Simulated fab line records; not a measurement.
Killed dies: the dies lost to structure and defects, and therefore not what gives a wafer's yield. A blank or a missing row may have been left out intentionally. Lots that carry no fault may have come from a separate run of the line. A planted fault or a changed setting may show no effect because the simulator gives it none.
Chamber matching -- flow nandHarc -- NHARC_P_M2_DEP_33 on pecvd-04: 3 sister chambers
The step deposits SiCN, target thk 30 nm. 6 wafers are shown with their chamber, then 7 later ones without.

WAFERS PAIRED WITH THEIR CHAMBERS
wafer,chamber,heaterPowerW (W)
L081.3,1,696
L081.5,1,713
L082.3,2,729
L082.6,2,701
L085.1,0,419
L085.4,0,434

WAFERS WITHOUT THEIR CHAMBER
wafer,heaterPowerW (W)
L085.6,691
L086.3,692
L086.4,584
L086.6,709
L091.2,727
L091.5,712
L091.6,465

CHAMBER TAKEN BY EACH
wafer,from the rows above,in truth
L085.6,can't be placed: 1 or 2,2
L086.3,can't be placed: 1 or 2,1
L086.4,can't be placed: 1 or 2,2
L086.6,can't be placed: 1 or 2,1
L091.2,can't be placed: 2 or 1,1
L091.5,can't be placed: 2 or 1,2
L091.6,0,0
Placed correctly: 1 of 7. These rows do not allow placing 6 (true chamber among the candidates in 6). Number placed wrongly: 0.
How it was worked out, from the rows above alone: a wafer's distance from a chamber is the root of the sum, over the readings, of the square of ((its reading less the chamber's mean) divided by the reading's scatter). The wafer belongs to the nearest chamber; if the next one is less than 2 further off, it can't be placed. The mean given for a chamber averages the wafers shown for that chamber. The scatter is the square root of a quotient: the sum, over the shown wafers, of each reading's squared deviation from its chamber's mean, divided by wafers minus chambers.
